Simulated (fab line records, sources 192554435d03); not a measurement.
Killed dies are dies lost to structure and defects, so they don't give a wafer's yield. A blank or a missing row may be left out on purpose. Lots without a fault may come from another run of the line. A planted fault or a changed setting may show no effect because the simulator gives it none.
A struck lot beside a sound one | flow n5_finfet | 18 steps out of a route of 1938
Sound: wafers L592.2, L592.5, L592.6. Struck: wafers L589.2, L589.3, L589.5. The cause comes at the end.
At each step with rows: each side's tool, then ch and its chambers, then its first start. Under that, the readings that differ: sound wafers | struck wafers | difference of the means | sigmas: that difference in standard deviations of wafers without a fault.
alike: readings whose means differ by less than 2 such deviations, and words and numbers that are the same on both sides. not compared: withheld readings, readings that some wafer has no value for, bounds like >300 that may hide the same value, and numbers for which the record gives no deviation and whose values overlap.
The two part at a step that has a row with sigmas, a row that says differs or no value, or rows on one side only. Numbers that don't overlap but have no deviation are shown without sigmas and don't part them. A reading that every wafer of one side lacks parts them only if that side has two wafers or more.

N5_BEOL_M0_SAQP_PECVD_03: deposits SiCN from 3MS/NH3, target thk 12 nm, time 21.1 s.
  sound on pecvd-01 ch 0,1,2, day 9 07:36; struck on pecvd-01 ch 0,2, day 8 05:34
  alike: showerhead_plenum_p_Torr, throttle_valve_pct
N5_BEOL_M0_SAQP_PECVD_96: deposits a-Si from SiH4/He, target thk 45 nm, time 45.2 s.
  sound on pecvd-01 ch 0,1,2, day 9 07:38; struck on pecvd-01 ch 0,2, day 8 05:36
  alike: heater_power_w, showerhead_plenum_p_Torr, throttle_valve_pct
N5_BEOL_M0_SAQP_PECVD_97: deposits SiNx from SiH4/NH3/N2, target thk 23 nm, time 19.9 s.
  sound on pecvd-01 ch 0,1,2, day 9 07:41; struck on pecvd-01 ch 0,2, day 8 05:39
  alike: heater_power_w, showerhead_plenum_p_Torr, throttle_valve_pct
N5_BEOL_M0_SAQP_PECVD_04: deposits a-Si from SiH4/He, target thk 60 nm, time 60.2 s.
  sound on pecvd-01 ch 0,1,2, day 9 07:43; struck on pecvd-01 ch 0,2, day 8 05:41
  alike: heater_power_w, showerhead_plenum_p_Torr, throttle_valve_pct
N5_BEOL_M0_SAQP_THK_MEAS_05:
  sound on film_metro-02, day 9 07:49; struck on film_metro-01, day 8 05:47
  alike: thk_nm
N5_BEOL_M0_SAQP_HM_DEP_111: deposits SiO2 from SiH4/N2O, target thk 12 nm, time 7.2 s.
  sound on pecvd-02 ch 0,1,2, day 9 07:51; struck on pecvd-04 ch 1,2, day 8 05:49
  alike: heater_power_w, showerhead_plenum_p_Torr
then, 6 steps without rows for these wafers: N5_BEOL_M0_SAQP_COAT_81 (time 60 s, resist thk 100 nm); N5_BEOL_M0_SAQP_COAT_82 (time 60 s, resist thk 30 nm); N5_BEOL_M0_SAQP_COAT_08 (resist thk 90 nm); N5_BEOL_M0_SAQP_EBR_10; N5_BEOL_M0_SAQP_SOFTBAKE_09 (time 60 s); N5_BEOL_M0_SAQP_EXPOSE_11 (exposes mask M0 CORE, target cd 42 nm).
N5_BEOL_M0_SAQP_PEB_12: peb time 60 s.
  sound on litho_track-05 ch 0, day 9 08:14; struck on litho_track-02 ch 0, day 8 06:13
  alike: chill_plate_temp_C
then, 1 step without rows for these wafers: N5_BEOL_M0_SAQP_DEVELOP_13 (develop time 30 s).
N5_BEOL_M0_SAQP_CD_MEAS_14: target cd 42.5 nm.
  sound on cd_sem-01 ch 0, day 9 08:18; struck on cd_sem-02 ch 0, day 8 06:17
  reading    | sound          | struck         | difference | sigmas
  cd_nm (nm) | 43.0 42.6 42.6 | 37.9 38.4 38.6 | -4.4       | -14
N5_BEOL_M0_SAQP_OVL_MEAS_15:
  sound on overlay-02 ch 0, day 9 08:20; struck on overlay-02 ch 0, day 8 06:19
  alike: M0_CORE_OVL
-- the record jumps here: 3 days lie between the struck wafers' starts before and after (it left off in module BEOL_M0_SAQP and takes up again in module BEOL_M4, whose first step shown is number 1111 of the route) --
N5_BEOL_M4_RC_MEAS_101:
  sound on prober-02 ch 0, day 11 21:12; struck on prober-01 ch 0, day 11 01:49
  alike: DIBL_N, DIBL_P, IOFF_N, IOFF_P, ION_N, ION_P, SS_N, SS_P, VT_N, VT_P
then, 1 step without rows for these wafers: N5_PASSIVATION_PROBE_49.

WHERE THEY PART
Only at N5_BEOL_M0_SAQP_CD_MEAS_14, within this record. Later steps at which nothing parts them and some readings are alike: N5_BEOL_M0_SAQP_OVL_MEAS_15, N5_BEOL_M4_RC_MEAS_101.

WHY: what the simulator had put in
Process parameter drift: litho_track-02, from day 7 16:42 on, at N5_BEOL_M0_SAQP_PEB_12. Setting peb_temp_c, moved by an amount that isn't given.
